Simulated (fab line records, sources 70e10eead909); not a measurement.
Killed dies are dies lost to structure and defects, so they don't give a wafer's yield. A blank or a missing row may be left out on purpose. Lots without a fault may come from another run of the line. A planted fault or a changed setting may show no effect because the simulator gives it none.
Chamber matching | flow nand_harc | NHARC_P_GATE_STRIP_101 on rie_diel-04: 4 sister chambers
The step strips in O2, time 20 s. 14 wafers are shown with their chamber, then 7 later ones without.

WAFERS WITH THEIR CHAMBER
wafer  | chamber | drypump_motor_current_A (A) | oes_product_au (a.u.) | rf_vpp_V (V)
L086.4 | 3       | 5.4                         | 0.993                 | 58.1
L086.5 | 1       | 5.6                         | 1.002                 | 57.6
L086.6 | 2       | 5.4                         | 0.992                 | 56.8
L085.1 | 0       | 5.8                         | 0.995                 | 58.3
L085.2 | 1       | 5.6                         | 0.987                 | 57.1
L085.6 | 3       | 5.5                         | 0.972                 | 56.5
L091.1 | 2       | 5.3                         | 0.990                 | 57.2
L091.3 | 1       | 5.6                         | 0.983                 | 59.0
L091.6 | 2       | 5.3                         | 0.997                 | 56.7
L092.3 | 0       | 5.8                         | 1.020                 | 59.0
L092.4 | 2       | 5.3                         | 0.993                 | 57.6
L092.6 | 0       | 5.8                         | 1.007                 | 57.0
L093.1 | 2       | 5.4                         | 0.986                 | 56.3
L093.4 | 1       | 5.5                         | 0.978                 | 57.3

SIGNATURES (means of the wafers above)
reading                 | chamber 0 | chamber 1 | chamber 2 | chamber 3 | scatter within a chamber
drypump_motor_current_A | 5.800     | 5.575     | 5.340     | 5.450     | 0.0495
oes_product_au          | 1.00733   | 0.98750   | 0.99160   | 0.98250   | 0.00959
rf_vpp_V                | 58.100    | 57.750    | 56.920    | 57.300    | 0.809
Rule: a wafer's distance from a chamber is the root of the sum, over the readings, of the square of ((its reading less the chamber's mean) divided by the reading's scatter). The wafer belongs to the nearest chamber; if the next one is less than 2 further off, it can't be placed. The scatter: the root of (the sum of the squares of (reading less its chamber's mean) over the shown wafers, divided by (wafers less chambers)).

WAFERS WITHOUT THEIR CHAMBER
wafer  | drypump_motor_current_A (A) | oes_product_au (a.u.) | rf_vpp_V (V)
L093.6 | 5.4                         | 0.989                 | 57.3
L095.1 | 5.8                         | 1.019                 | 57.7
L095.4 | 5.5                         | 0.982                 | 55.9
L095.5 | 5.4                         | 0.986                 | 57.5
L097.2 | 5.3                         | 0.982                 | 56.8
L097.4 | 5.6                         | 0.976                 | 57.3
L097.5 | 5.6                         | 0.972                 | 58.6

WHICH CHAMBER EACH WENT THROUGH
wafer  | from the rows above          | in truth
L093.6 | can't be placed: 3 or 2      | 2
L095.1 | 0                            | 0
L095.4 | can't be placed: 3 or 1 or 2 | 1
L095.5 | can't be placed: 3 or 2      | 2
L097.2 | can't be placed: 2 or 3      | 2
L097.4 | can't be placed: 1 or 3      | 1
L097.5 | can't be placed: 1 or 3      | 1
Placed correctly: 1 of 7. Can't be placed from these rows: 6 (the true chamber is among the candidates in 6). Placed wrongly: 0.
